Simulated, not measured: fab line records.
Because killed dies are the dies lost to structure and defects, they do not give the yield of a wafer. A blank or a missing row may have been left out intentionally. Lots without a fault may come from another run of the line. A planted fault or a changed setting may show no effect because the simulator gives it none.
Chamber matching -- flow nand_harc -- NHARC_A_CONTACT_DEP_58 on pecvd-03: 3 sister chambers
The step deposits SiON, target thk 60 nm. 6 wafers are shown with their chamber, then 9 later ones without.

WAFERS PAIRED WITH THEIR CHAMBERS
wafer,chamber,heater_power_w (W),rf_fwd_power_W (W)
L075.4,0,709,348.2
L084.3,0,775,347.6
L082.5,2,803,348.8
L081.3,1,856,350.1
L081.4,2,777,347.7
L081.6,1,857,349.5

WAFERS MISSING THEIR CHAMBER
wafer,heater_power_w (W),rf_fwd_power_W (W)
L085.2,887,348.8
L085.3,819,349.6
L085.6,911,350.5
L097.1,821,348.2
L097.3,779,348.4
L097.6,817,349.6
L096.1,786,348.2
L096.2,855,346.7
L096.4,768,349.5

CHAMBER TAKEN BY EACH
wafer,from the rows above,in truth
L085.2,can't be placed: 1 or 2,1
L085.3,can't be placed: 1 or 2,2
L085.6,1,1
L097.1,can't be placed: 2 or 0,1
L097.3,can't be placed: 2 or 0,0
L097.6,can't be placed: 1 or 2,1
L096.1,can't be placed: 2 or 0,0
L096.2,can't be placed: 2 or 0 or 1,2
L096.4,can't be placed: 2 or 0 or 1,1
Placed correctly: 1 of 9. These rows do not allow placing 8 (true chamber among the candidates in 7). Number placed wrongly: 0.
How it was worked out, from the rows above alone: a wafer's distance from a chamber is the root of the sum, over the readings, of the square of ((its reading less the chamber's mean) divided by the reading's scatter). The wafer belongs to the nearest chamber; if the next one is less than 2 further off, it can't be placed. Each chamber's mean is taken over the wafers shown for it. How the scatter is found: for the shown wafers, subtract from each reading the mean of its chamber, square and add these, divide the total by (wafers less chambers), then take the root.
